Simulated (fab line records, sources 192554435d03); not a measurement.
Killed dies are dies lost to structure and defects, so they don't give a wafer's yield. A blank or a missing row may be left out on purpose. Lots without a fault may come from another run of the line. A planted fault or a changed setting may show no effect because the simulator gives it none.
A struck lot beside a sound one | flow n5_finfet | 15 steps out of a route of 1938
Sound: wafers L155.2, L155.3, L155.5. Struck: wafer L163.4. (L163.1, L163.2 of the same lot were not struck and are left out.) The cause comes at the end.
At each step with rows: each side's tool, then ch and its chambers, then its first start. Under that, the readings that differ: sound wafers | struck wafers | difference of the means | sigmas: that difference in standard deviations of wafers without a fault.
alike: readings whose means differ by less than 2 such deviations, and words and numbers that are the same on both sides. not compared: withheld readings, readings that some wafer has no value for, bounds like >300 that may hide the same value, and numbers for which the record gives no deviation and whose values overlap.
The two part at a step that has a row with sigmas, a row that says differs or no value, or rows on one side only. Numbers that don't overlap but have no deviation are shown without sigmas and don't part them. A reading that every wafer of one side lacks parts them only if that side has two wafers or more.

first, 2 steps without rows for these wafers: N5_BEOL_M13_TRENCH_ETCH_34 (etches SiOC in C4F8/O2/Ar, target depth 413.47 nm, time 162.6 s); N5_BEOL_M13_STRIP_70 (strips in C4F8/O2/Ar).
N5_BEOL_M13_OCD_MEAS_35:
  sound on ocd-01, day 11 09:03; struck on ocd-01, day 14 05:56
  alike: trench_depth_nm
then, 1 step without rows for these wafers: N5_BEOL_M13_STRIP_37 (strips in N2/H2).
N5_BEOL_M13_ETCH_38: etches SiCN in CF4/N2, target depth 67.5 nm, time 71.9 s.
  sound on rie_diel-05 ch 1,3, day 11 13:14; struck on rie_diel-02 ch 3, day 14 07:46
  reading                | sound             | struck | difference | sigmas
  oes_product_au (a.u.)  | 0.94 0.69 0.70    | 1.02   | +0.24      | +2
  throttle_valve_pct (%) | 15.24 15.75 15.76 | 15.03  | -0.55      | -2
  alike: drypump_motor_current_A, rf_vpp_V, showerhead_plenum_p_Torr
  not compared: rf_hours_counter_h
then, 3 steps without rows for these wafers: N5_BEOL_M13_PRECLEAN_39 (cleans in residue remover, time 60 s); N5_BEOL_M13_SRD_40 (time 30 s, dry time 30 s); N5_BEOL_M13_DEGAS_41 (time 60 s).
N5_BEOL_M13_PRE_CLEAN_42: time 30 s.
  sound on pvd_sputter-01, day 11 13:50; struck on pvd_sputter-01, day 14 08:07
  alike: heater_power_w
N5_BEOL_M13_SPUTTER_43: material TaN, target thk 15 nm, time 24.19 s.
  sound on pvd_sputter-01, day 11 13:52; struck on pvd_sputter-01, day 14 08:10
  alike: chamber_pressure_pa, throttle_valve_pct
N5_BEOL_M13_SPUTTER_44: material Ta, target thk 10 nm, time 16.13 s.
  sound on pvd_sputter-01, day 11 13:57; struck on pvd_sputter-01, day 14 08:14
  alike: chamber_pressure_pa, throttle_valve_pct
then, 1 step without rows for these wafers: N5_BEOL_M13_SPUTTER_45 (material Cu, target thk 80 nm, time 13.33 s).
N5_BEOL_M13_ECD_47: material Cu, target thk 936 nm.
  sound on ecd_cu-02 ch 0, day 11 14:09; struck on ecd_cu-02 ch 0, day 14 08:32
  reading                                 | sound             | struck | difference | sigmas
  model.Cu_of_BEOL_M13_ECD_47.thk_nm (nm) | 946.8 914.2 931.4 | 564.8  | -366.0     |
N5_BEOL_M13_ANNEAL_48: time 90 s.
  sound on rtp_anneal-02 ch 0, day 11 14:31; struck on rtp_anneal-01 ch 0, day 14 09:16
  alike: wafer_temp_C_max
N5_PASSIVATION_PROBE_49:
  sound on prober-01, day 12 16:58; struck on prober-01, day 15 19:36
  reading            | sound    | struck | difference | sigmas
  killed_at_M0_to_M3 | 50 54 32 | 22     | -23        | -2
  alike: defect_limited_yield, killed_at_M4_up, killed_at_contacts, killed_at_front_end, killed_at_other, killed_dies, killed_open, killed_short, sort_bin_4_leakage, sort_bin_5_function, sort_bin_6_memory, sort_n_pass, sort_yield_pct

WHERE THEY PART
First at N5_BEOL_M13_ETCH_38; last, within this record, at N5_PASSIVATION_PROBE_49.

WHY: what the simulator had put in
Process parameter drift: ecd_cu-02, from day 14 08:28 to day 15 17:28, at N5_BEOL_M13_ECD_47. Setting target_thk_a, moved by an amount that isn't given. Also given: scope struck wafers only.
